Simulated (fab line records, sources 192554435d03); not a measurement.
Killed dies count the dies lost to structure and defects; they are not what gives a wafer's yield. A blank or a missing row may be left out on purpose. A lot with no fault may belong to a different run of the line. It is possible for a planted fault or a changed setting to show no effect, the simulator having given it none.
Which tool did it? | flow n5Finfet | 63 wafers from 21 lots sampled at 6 of the route's 1938 steps

## WHAT THE GAUGES READ, wafer by wafer
The record lacks any reading of a measuring or inspecting step that a usual standard deviation could be used to judge.

## TOOL THAT RAN EACH LOT (tool first, then ch and the chambers of the sampled wafers, then the start)
lot  | N5_MOL_CONTACT_COAG_ETCHBACK_134  | N5_MOL_CONTACT_COAG_VIA_ETCH_117  | N5_BEOL_M0_SAQP_PECVD_03        | N5_BEOL_M0_SAQP_STRIP_86          | N5_BEOL_M0_SAQP_MANDREL2_REMOVE_110 | N5_BEOL_M0_SAQP_ALD_48
L074 | rieDiel-03 ch 0,1,3, day 5 07:29  | rieDiel-03 ch 0,1,3, day 5 07:39  | pecvd-02 ch 0,1, day 5 13:10    | rieDiel-01 ch 1,2,3, day 5 14:13  | rieSi-02 ch 0,2, day 5 17:23        | aldSin-03 ch 0,1,2, day 5 18:20
L075 | rieDiel-05 ch 0,3, day 5 15:30    | rieDiel-05 ch 0,3, day 5 15:40    | pecvd-03 ch 0,2, day 5 22:08    | rieDiel-01 ch 1,2,3, day 5 23:19  | rieSi-02 ch 1,2, day 6 02:30        | aldSin-04 ch 0,2, day 6 03:33
L076 | rieDiel-05 ch 0,3, day 5 17:01    | rieDiel-05 ch 0,3, day 5 17:11    | pecvd-01 ch 1,2, day 5 23:20    | rieDiel-02 ch 1,3, day 6 00:29    | rieSi-01 ch 0,2,3, day 6 03:41      | aldSin-03 ch 0,2,3, day 6 05:14
L077 | rieDiel-05 ch 0,2, day 5 23:54    | rieDiel-05 ch 0,2, day 6 00:04    | pecvd-03 ch 1,2, day 6 22:11    | rieDiel-02 ch 2,3, day 6 23:20    | rieSi-06 ch 0,1,2, day 7 04:17      | aldSin-02 ch 1,3, day 7 05:30
L079 | rieDiel-06 ch 0,1, day 6 13:28    | rieDiel-06 ch 0,1, day 6 13:37    | pecvd-01 ch 0,1,2, day 6 22:37  | rieDiel-01 ch 0,1,3, day 6 23:47  | rieSi-02 ch 0,2,3, day 7 05:23      | aldSin-02 ch 1,3, day 7 06:31
L080 | rieDiel-06 ch 0,1,2, day 6 18:14  | rieDiel-06 ch 0,1,2, day 6 18:23  | pecvd-02 ch 0,1,2, day 7 01:32  | rieDiel-01 ch 2,3, day 7 02:47    | rieSi-06 ch 0,1,3, day 7 07:40      | aldSin-04 ch 1,2,3, day 7 08:29
L081 | rieDiel-05 ch 1,2, day 7 02:13    | rieDiel-05 ch 1,2, day 7 02:22    | pecvd-01 ch 0,1,2, day 7 08:03  | rieDiel-01 ch 0,2, day 7 09:13    | rieSi-01 ch 2,3, day 7 13:46        | aldSin-03 ch 0,3, day 7 14:43
L082 | rieDiel-03 ch 0,2, day 7 04:53    | rieDiel-03 ch 0,2, day 7 05:02    | pecvd-03 ch 0,2, day 7 10:22    | rieDiel-02 ch 0,2,3, day 7 11:32  | rieSi-02 ch 0,1,2, day 7 14:28      | aldSin-03 ch 0,1, day 7 15:25
L083 | rieDiel-05 ch 1,2,3, day 7 11:34  | rieDiel-05 ch 1,2,3, day 7 11:44  | pecvd-02 ch 0,1,2, day 7 17:40  | rieDiel-01 ch 0,2,3, day 7 19:01  | rieSi-01 ch 0,2,3, day 7 22:18      | aldSin-03 ch 0,1,3, day 7 23:15
L085 | rieDiel-05 ch 0,1,3, day 8 01:37  | rieDiel-05 ch 0,1,3, day 8 01:47  | pecvd-02 ch 0,1,2, day 8 06:48  | rieDiel-04 ch 0,1,2, day 8 07:57  | rieSi-01 ch 0,2,3, day 8 12:43      | aldSin-03 ch 1,2,3, day 8 14:31
L086 | rieDiel-05 ch 1,3, day 8 04:38    | rieDiel-05 ch 1,3, day 8 04:52    | pecvd-03 ch 1,2, day 8 11:29    | rieDiel-02 ch 0,1,3, day 8 12:41  | rieSi-02 ch 0,2,3, day 8 16:50      | aldSin-04 ch 0,2,3, day 8 17:39
L087 | rieDiel-03 ch 1,2,3, day 8 15:55  | rieDiel-03 ch 1,2,3, day 8 16:05  | pecvd-02 ch 0,1, day 8 20:48    | rieDiel-04 ch 0,2,3, day 8 22:10  | rieSi-06 ch 1,2, day 9 02:42        | aldSin-03 ch 1,2,3, day 9 03:32
L088 | rieDiel-05 ch 0,1,3, day 8 18:58  | rieDiel-05 ch 0,1,3, day 8 19:08  | pecvd-01 ch 1,2, day 9 00:11    | rieDiel-01 ch 0,1,2, day 9 01:27  | rieSi-01 ch 0,1,3, day 9 04:53      | aldSin-04 ch 1,3, day 9 05:56
L089 | rieDiel-05 ch 0,2,3, day 9 00:34  | rieDiel-05 ch 0,2,3, day 9 00:43  | pecvd-01 ch 1,2, day 9 06:14    | rieDiel-04 ch 0,1, day 9 07:24    | rieSi-06 ch 0,1,3, day 9 10:14      | aldSin-02 ch 0,1, day 9 11:13
L090 | rieDiel-05 ch 0,1,3, day 9 03:21  | rieDiel-05 ch 0,1,3, day 9 03:30  | pecvd-01 ch 0,2, day 9 11:16    | rieDiel-04 ch 0,1,2, day 9 12:19  | rieSi-06 ch 1,2,3, day 9 15:33      | aldSin-03 ch 0,1,2, day 9 16:34
L091 | rieDiel-05 ch 0,2,3, day 9 08:53  | rieDiel-05 ch 0,2,3, day 9 09:03  | pecvd-01 ch 0,2, day 9 14:16    | rieDiel-01 ch 0,2,3, day 9 15:26  | rieSi-06 ch 0,1, day 9 19:37        | aldSin-02 ch 0,2,3, day 9 20:34
L092 | rieDiel-05 ch 0,2,3, day 9 19:32  | rieDiel-05 ch 0,2,3, day 9 19:41  | pecvd-02 ch 0,1, day 10 00:47   | rieDiel-02 ch 0,2,3, day 10 01:54 | rieSi-01 ch 1,2,3, day 10 05:01     | aldSin-02 ch 1,2,3, day 10 06:17
L093 | rieDiel-03 ch 1,2,3, day 9 20:11  | rieDiel-03 ch 1,2,3, day 9 20:21  | pecvd-02 ch 0,1,2, day 10 04:54 | rieDiel-04 ch 0,1, day 10 06:30   | rieSi-02 ch 0,3, day 10 11:01       | aldSin-04 ch 2,3, day 10 12:17
L094 | rieDiel-06 ch 2,3, day 10 09:01   | rieDiel-06 ch 2,3, day 10 09:11   | pecvd-02 ch 0,2, day 10 15:21   | rieDiel-04 ch 1,2,3, day 10 16:31 | rieSi-06 ch 0,2,3, day 10 19:58     | aldSin-03 ch 1,2, day 10 20:47
L096 | rieDiel-06 ch 1,2, day 10 18:19   | rieDiel-06 ch 1,2, day 10 18:28   | pecvd-03 ch 0,1,2, day 10 23:10 | rieDiel-02 ch 1,3, day 11 00:12   | rieSi-06 ch 0,1,2, day 11 03:49     | aldSin-02 ch 0,2, day 11 04:38
L097 | rieDiel-03 ch 1,2,3, day 10 21:46 | rieDiel-03 ch 1,2,3, day 10 21:55 | pecvd-01 ch 0,1, day 11 03:43   | rieDiel-02 ch 1,2, day 11 04:58   | rieSi-06 ch 1,3, day 11 08:07       | aldSin-03 ch 2,3, day 11 08:56
- N5_MOL_CONTACT_COAG_ETCHBACK_134: etches SiO2 in CHF3, target depth 10 nm, time 6.7 s.
- N5_MOL_CONTACT_COAG_VIA_ETCH_117: etches SiO2 in C4F6/O2, target depth 40 nm, overetch 8 nm, time 26 s.
- N5_BEOL_M0_SAQP_PECVD_03: deposits SiCN from 3MS/NH3, target thk 12 nm, time 21.1 s.
- N5_BEOL_M0_SAQP_STRIP_86: strips in N2/H2.
- N5_BEOL_M0_SAQP_MANDREL2_REMOVE_110: chemistry HBr/Cl2/O2, target a-Si, stops on SiCN, bt time 10 s.
- N5_BEOL_M0_SAQP_ALD_48: deposits SiO2, target thk 20 nm, pulse time 1 s, co reactant pulse time 1 s.

## AS READ BY THE TOOLS THEMSELVES (means over the sampled wafers that have a number; for cases with no such wafer, the mark the record gives instead)
N5_MOL_CONTACT_COAG_ETCHBACK_134. Usual: drypumpMotorCurrentA 5.6 A, standard deviation 0.38; oes_ar_750_au 0.79 a.u., standard deviation 0.079; oesProductAu 0.79 a.u., standard deviation 0.088; rfVppV 526 V, standard deviation 10; showerheadPlenumPTorr 2.37 Torr, standard deviation 0.066; throttleValvePct 18.70 %, standard deviation 0.17.
lot  | tool       | drypumpMotorCurrentA (A) | oes_ar_750_au (a.u.) | oesProductAu (a.u.) | rfVppV (V) | showerheadPlenumPTorr (Torr) | throttleValvePct (%) | flag
L074 | rieDiel-03 | 5.7                      | 0.81                 | 0.82                | 530        | 2.36                         | 18.79                | 
L075 | rieDiel-05 | 5.4                      | 0.70                 | 0.71                | 525        | 2.36                         | 19.02                | 
L076 | rieDiel-05 | 5.4                      | 0.70                 | 0.70                | 524        | 2.36                         | 19.01                | 
L077 | rieDiel-05 | 5.7                      | 0.76                 | 0.76                | 530        | 2.44                         | 18.54                | 
L079 | rieDiel-06 | 5.3                      | 0.76                 | 0.76                | 527        | 2.40                         | 18.55                | 
L080 | rieDiel-06 | 5.3                      | 0.73                 | 0.72                | 522        | 2.36                         | 18.67                | 
L081 | rieDiel-05 | 5.3                      | 0.74                 | 0.74                | 528        | 2.41                         | 18.65                | 
L082 | rieDiel-03 | 6.2                      | 0.78                 | 0.77                | 522        | 2.29                         | 18.71                | 
L083 | rieDiel-05 | 5.4                      | 0.81                 | 0.81                | 532        | 2.40                         | 18.66                | 
L085 | rieDiel-05 | 5.4                      | 0.79                 | 0.79                | 521        | 2.36                         | 18.78                | 
L086 | rieDiel-05 | 5.2                      | 0.86                 | 0.86                | 529        | 2.35                         | 18.78                | 
L087 | rieDiel-03 | 5.7                      | 0.86                 | 0.86                | 530        | 2.35                         | 18.68                | 
L088 | rieDiel-05 | 5.4                      | 0.79                 | 0.78                | 522        | 2.35                         | 18.80                | 
L089 | rieDiel-05 | 5.5                      | 0.79                 | 0.79                | 527        | 2.39                         | 18.69                | 
L090 | rieDiel-05 | 5.4                      | 0.78                 | 0.78                | 521        | 2.35                         | 18.80                | 
L091 | rieDiel-05 | 5.5                      | 0.79                 | 0.78                | 527        | 2.39                         | 18.70                | 
L092 | rieDiel-05 | 5.5                      | 0.78                 | 0.79                | 526        | 2.39                         | 18.71                | 
L093 | rieDiel-03 | 5.7                      | 0.84                 | 0.85                | 531        | 2.34                         | 18.70                | 
L094 | rieDiel-06 | 6.2                      | 0.78                 | 0.77                | 521        | 2.35                         | 18.60                | 
L096 | rieDiel-06 | 5.5                      | 0.81                 | 0.81                | 518        | 2.42                         | 18.44                | 
L097 | rieDiel-03 | 5.7                      | 0.83                 | 0.83                | 531        | 2.34                         | 18.72                | 

N5_MOL_CONTACT_COAG_VIA_ETCH_117. Usual: drypumpMotorCurrentA 5.6 A, standard deviation 0.38; oes_ar_750_au 0.79 a.u., standard deviation 0.08; oesProductAu 0.70 a.u., standard deviation 0.072; rfVppV 1593 V, standard deviation 29; showerheadPlenumPTorr 2.82 Torr, standard deviation 0.079; throttleValvePct 40.98 %, standard deviation 0.28.
lot  | tool       | drypumpMotorCurrentA (A) | oes_ar_750_au (a.u.) | oesProductAu (a.u.) | rfVppV (V) | showerheadPlenumPTorr (Torr) | throttleValvePct (%) | flag
L074 | rieDiel-03 | 5.7                      | 0.81                 | 0.73                | 1606       | 2.82                         | 41.18                | 
L075 | rieDiel-05 | 5.4                      | 0.70                 | 0.62                | 1587       | 2.81                         | 41.16                | 
L076 | rieDiel-05 | 5.4                      | 0.70                 | 0.62                | 1587       | 2.81                         | 41.16                | 
L077 | rieDiel-05 | 5.7                      | 0.75                 | 0.67                | 1603       | 2.92                         | 40.82                | 
L079 | rieDiel-06 | 5.3                      | 0.77                 | 0.69                | 1594       | 2.87                         | 40.93                | 
L080 | rieDiel-06 | 5.3                      | 0.72                 | 0.66                | 1583       | 2.81                         | 40.76                | 
L081 | rieDiel-05 | 5.3                      | 0.74                 | 0.66                | 1601       | 2.87                         | 40.77                | 
L082 | rieDiel-03 | 6.2                      | 0.78                 | 0.69                | 1582       | 2.74                         | 41.05                | 
L083 | rieDiel-05 | 5.3                      | 0.80                 | 0.72                | 1610       | 2.86                         | 40.99                | 
L085 | rieDiel-05 | 5.4                      | 0.80                 | 0.71                | 1577       | 2.81                         | 41.13                | 
L086 | rieDiel-05 | 5.2                      | 0.86                 | 0.76                | 1602       | 2.80                         | 41.24                | 
L087 | rieDiel-03 | 5.7                      | 0.86                 | 0.76                | 1606       | 2.80                         | 40.97                | 
L088 | rieDiel-05 | 5.4                      | 0.79                 | 0.70                | 1577       | 2.81                         | 41.14                | 
L089 | rieDiel-05 | 5.5                      | 0.79                 | 0.70                | 1594       | 2.85                         | 41.10                | 
L090 | rieDiel-05 | 5.4                      | 0.78                 | 0.69                | 1577       | 2.81                         | 41.13                | 
L091 | rieDiel-05 | 5.5                      | 0.79                 | 0.69                | 1593       | 2.85                         | 41.10                | 
L092 | rieDiel-05 | 5.5                      | 0.78                 | 0.70                | 1594       | 2.85                         | 41.11                | 
L093 | rieDiel-03 | 5.7                      | 0.84                 | 0.74                | 1604       | 2.79                         | 40.97                | 
L094 | rieDiel-06 | 6.1                      | 0.78                 | 0.70                | 1578       | 2.81                         | 40.58                | 
L096 | rieDiel-06 | 5.5                      | 0.82                 | 0.72                | 1573       | 2.88                         | 40.71                | 
L097 | rieDiel-03 | 5.7                      | 0.83                 | 0.73                | 1605       | 2.79                         | 40.97                | 

N5_BEOL_M0_SAQP_PECVD_03. Usual: showerheadPlenumPTorr 3.668 Torr, standard deviation 0.012; throttleValvePct 9.1 %, standard deviation 0.38.
lot  | tool     | showerheadPlenumPTorr (Torr) | throttleValvePct (%) | flag
L074 | pecvd-02 | 3.665                        | 9.4                  | 
L075 | pecvd-03 | 3.660                        | 9.1                  | 
L076 | pecvd-01 | 3.675                        | 9.2                  | 
L077 | pecvd-03 | 3.671                        | 8.8                  | 
L079 | pecvd-01 | 3.666                        | 9.0                  | 
L080 | pecvd-02 | 3.671                        | 9.3                  | 
L081 | pecvd-01 | 3.663                        | 9.1                  | 
L082 | pecvd-03 | 3.661                        | 8.8                  | 
L083 | pecvd-02 | 3.671                        | 9.2                  | 
L085 | pecvd-02 | 3.661                        | 9.4                  | 
L086 | pecvd-03 | 3.680                        | 9.0                  | 
L087 | pecvd-02 | 3.668                        | 9.6                  | 
L088 | pecvd-01 | 3.674                        | 9.0                  | 
L089 | pecvd-01 | 3.670                        | 9.2                  | 
L090 | pecvd-01 | 3.657                        | 8.9                  | 
L091 | pecvd-01 | 3.675                        | 9.2                  | 
L092 | pecvd-02 | 3.662                        | 9.3                  | 
L093 | pecvd-02 | 3.668                        | 9.2                  | 
L094 | pecvd-02 | 3.668                        | 9.4                  | 
L096 | pecvd-03 | 3.668                        | 9.1                  | 
L097 | pecvd-01 | 3.663                        | 9.0                  | 

N5_BEOL_M0_SAQP_STRIP_86. Usual: biasPowerW 28.01 W, standard deviation 0.083; drypumpMotorCurrentA 5.5 A, standard deviation 0.45; oesProductAu 0.80 a.u., standard deviation 0.1; rfVppV 122.0 V, standard deviation 1.5; showerheadPlenumPTorr 3.39 Torr, standard deviation 0.11; throttleValvePct 18.85 %, standard deviation 0.29.
lot  | tool       | biasPowerW (W) | drypumpMotorCurrentA (A) | oesProductAu (a.u.) | rfVppV (V) | showerheadPlenumPTorr (Torr) | throttleValvePct (%) | flag
L074 | rieDiel-01 | 27.95          | 5.7                      | 0.70                | 121.0      | 3.38                         | 18.79                | 
L075 | rieDiel-01 | 28.10          | 5.7                      | 0.71                | 121.6      | 3.37                         | 18.78                | 
L076 | rieDiel-02 | 27.99          | 5.2                      | 0.86                | 122.7      | 3.36                         | 19.06                | 
L077 | rieDiel-02 | 28.07          | 5.1                      | 0.79                | 121.3      | 3.34                         | 19.01                | 
L079 | rieDiel-01 | 27.98          | 5.7                      | 0.74                | 122.7      | 3.43                         | 18.64                | 
L080 | rieDiel-01 | 27.95          | 5.6                      | 0.71                | 123.0      | 3.43                         | 18.77                | 
L081 | rieDiel-01 | 28.02          | 5.4                      | 0.75                | 121.6      | 3.43                         | 19.13                | 
L082 | rieDiel-02 | 28.07          | 5.5                      | 0.77                | 123.4      | 3.36                         | 19.10                | 
L083 | rieDiel-01 | 28.04          | 5.5                      | 0.75                | 122.3      | 3.46                         | 18.88                | 
L085 | rieDiel-04 | 28.06          | 5.1                      | 0.85                | 122.8      | 3.44                         | 18.82                | 
L086 | rieDiel-02 | 28.03          | 5.7                      | 0.76                | 120.7      | 3.40                         | 19.03                | 
L087 | rieDiel-04 | 28.04          | 5.3                      | 0.85                | 121.9      | 3.35                         | 18.78                | 
L088 | rieDiel-01 | 27.98          | 5.6                      | 0.83                | 121.4      | 3.39                         | 18.75                | 
L089 | rieDiel-04 | 27.93          | 5.3                      | 0.95                | 122.6      | 3.34                         | 18.60                | 
L090 | rieDiel-04 | 27.88          | 5.1                      | 0.94                | 122.5      | 3.44                         | 18.69                | 
L091 | rieDiel-01 | 27.98          | 5.5                      | 0.74                | 121.4      | 3.45                         | 18.90                | 
L092 | rieDiel-02 | 28.03          | 5.6                      | 0.84                | 121.9      | 3.35                         | 18.99                | 
L093 | rieDiel-04 | 28.03          | 5.2                      | 0.95                | 122.0      | 3.39                         | 18.64                | 
L094 | rieDiel-04 | 27.94          | 5.3                      | 0.84                | 120.7      | 3.39                         | 18.85                | 
L096 | rieDiel-02 | 27.95          | 5.4                      | 0.77                | 123.8      | 3.39                         | 18.88                | 
L097 | rieDiel-02 | 27.99          | 5.3                      | 0.72                | 122.4      | 3.38                         | 18.83                | 

N5_BEOL_M0_SAQP_MANDREL2_REMOVE_110. Usual: drypumpMotorCurrentA 5.84 A, standard deviation 0.26; oesProductAu 0.994 a.u., standard deviation 0.014; throttleValvePct 36.9 %, standard deviation 0.35.
lot  | tool     | drypumpMotorCurrentA (A) | oesProductAu (a.u.) | throttleValvePct (%) | flag
L074 | rieSi-02 | 5.66                     | 0.975               | 37.0                 | 
L075 | rieSi-02 | 5.84                     | 0.992               | 36.9                 | 
L076 | rieSi-01 | 5.69                     | 0.994               | 36.9                 | 
L077 | rieSi-06 | 5.92                     | 1.005               | 37.1                 | 
L079 | rieSi-02 | 5.65                     | 0.979               | 36.7                 | 
L080 | rieSi-06 | 5.98                     | 1.004               | 37.0                 | 
L081 | rieSi-01 | 5.52                     | 1.000               | 36.6                 | 
L082 | rieSi-02 | 5.62                     | 0.990               | 36.8                 | 
L083 | rieSi-01 | 5.68                     | 0.996               | 36.9                 | 
L085 | rieSi-01 | 5.64                     | 0.999               | 36.9                 | 
L086 | rieSi-02 | 5.64                     | 0.979               | 36.8                 | 
L087 | rieSi-06 | 5.91                     | 0.986               | 36.9                 | 
L088 | rieSi-01 | 5.89                     | 1.003               | 37.0                 | 
L089 | rieSi-06 | 5.97                     | 1.003               | 37.0                 | 
L090 | rieSi-06 | 6.02                     | 0.994               | 36.8                 | 
L091 | rieSi-06 | 5.83                     | 0.997               | 37.2                 | 
L092 | rieSi-01 | 5.75                     | 0.986               | 36.7                 | 
L093 | rieSi-02 | 5.42                     | 0.976               | 36.7                 | 
L094 | rieSi-06 | 6.05                     | 0.998               | 36.9                 | 
L096 | rieSi-06 | 5.95                     | 1.000               | 37.1                 | 
L097 | rieSi-06 | 5.95                     | 0.982               | 36.9                 | 

N5_BEOL_M0_SAQP_ALD_48. Usual: heaterPowerW 75 W, standard deviation 9.3; precursorPulseHeightRel 0.996, standard deviation 0.02; susceptorTempC 100.00 C, standard deviation 0.13.
lot  | tool      | heaterPowerW (W) | precursorPulseHeightRel | susceptorTempC (C) | flag
L074 | aldSin-03 | 77               | 0.981                   | 99.91              | 
L075 | aldSin-04 | 62               | 1.003                   | 100.10             | 
L076 | aldSin-03 | 72               | 0.995                   | 99.97              | 
L077 | aldSin-02 | 73               | 0.990                   | 99.87              | 
L079 | aldSin-02 | 74               | 1.009                   | 99.95              | 
L080 | aldSin-04 | 71               | 1.011                   | 99.97              | 
L081 | aldSin-03 | 74               | 0.992                   | 100.02             | 
L082 | aldSin-03 | 77               | 0.993                   | 99.85              | 
L083 | aldSin-03 | 81               | 0.977                   | 100.01             | 
L085 | aldSin-03 | 80               | 1.013                   | 100.18             | 
L086 | aldSin-04 | 69               | 1.004                   | 99.92              | 
L087 | aldSin-03 | 81               | 0.986                   | 99.97              | 
L088 | aldSin-04 | 78               | 1.011                   | 100.02             | 
L089 | aldSin-02 | 74               | 1.001                   | 100.04             | 
L090 | aldSin-03 | 76               | 1.000                   | 100.09             | 
L091 | aldSin-02 | 75               | 1.016                   | 100.23             | 
L092 | aldSin-02 | 70               | 0.987                   | 100.02             | 
L093 | aldSin-04 | 72               | 0.997                   | 100.02             | 
L094 | aldSin-03 | 84               | 1.000                   | 99.92              | 
L096 | aldSin-02 | 80               | 0.993                   | 100.14             | 
L097 | aldSin-03 | 71               | 0.992                   | 99.93              | 

## THE ANSWER, worked out from the rows above alone
Rule: take the mean of a lot's wafers that have a number; if it is more than 3 standard deviations from the usual mean, the lot is off. A lot without any number at a reading at which 4 lots or more have one is off too. The other lots that the step has rows for count as sound. The gauges are gone through in route order, then the tools' own readings, and for those a lot's mean is taken as printed above. At the first step where some lot is off, the reading lying furthest off is the one used; lots without a number count as furthest.
None of the lots is off at any reading shown; this tells nothing.

## WHAT THE SIMULATOR HAD PUT IN
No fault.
